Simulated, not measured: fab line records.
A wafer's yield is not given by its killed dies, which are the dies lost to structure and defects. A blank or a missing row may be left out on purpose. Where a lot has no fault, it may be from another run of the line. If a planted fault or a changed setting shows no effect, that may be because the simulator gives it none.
Chamber matching	flow n5 finfet	N5_HKMG_FIN_ETCH_32 on rie diel-03 has 4 sister chambers
The step etches SOC in N2/H2, target depth 240 nm, time 300 s. 4 wafers are shown with their chamber, then 9 later ones without.

== EACH WAFER AND ITS CHAMBER ==
wafer	chamber	showerhead plenum p Torr (Torr)
L077.5	2	2.65
L081.6	1	2.45
L084.1	3	2.43
L084.5	0	2.50

== WAFERS WITHOUT THEIR CHAMBER ==
wafer	showerhead plenum p Torr (Torr)
L092.2	2.50
L092.3	2.42
L092.5	2.44
L093.2	2.64
L093.3	2.42
L093.6	2.49
L095.1	2.63
L095.2	2.49
L095.6	2.63

== WHICH CHAMBER EACH WENT THROUGH ==
wafer	from the rows above	in truth
L092.2	0	0
L092.3	can't be placed: 3 or 1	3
L092.5	can't be placed: 3 or 1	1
L093.2	2	2
L093.3	can't be placed: 3 or 1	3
L093.6	0	0
L095.1	2	2
L095.2	0	0
L095.6	2	2
Correct placement for 6 of the 9. Cannot be placed on the basis of these rows: 3; the candidates contain the true chamber in 3. 0 placed wrongly.
How it was worked out, from the rows above alone: a wafer's distance from a chamber is the root of the sum, over the readings, of the square of ((its reading less the chamber's mean) divided by the reading's scatter). The wafer belongs to the nearest chamber; if the next one is less than 2 further off, it can't be placed. The mean given for a chamber averages the wafers shown for that chamber. The scatter (one wafer shown for each chamber): square how far every hidden wafer sits from the nearest shown wafer, average those squares and take the square root.
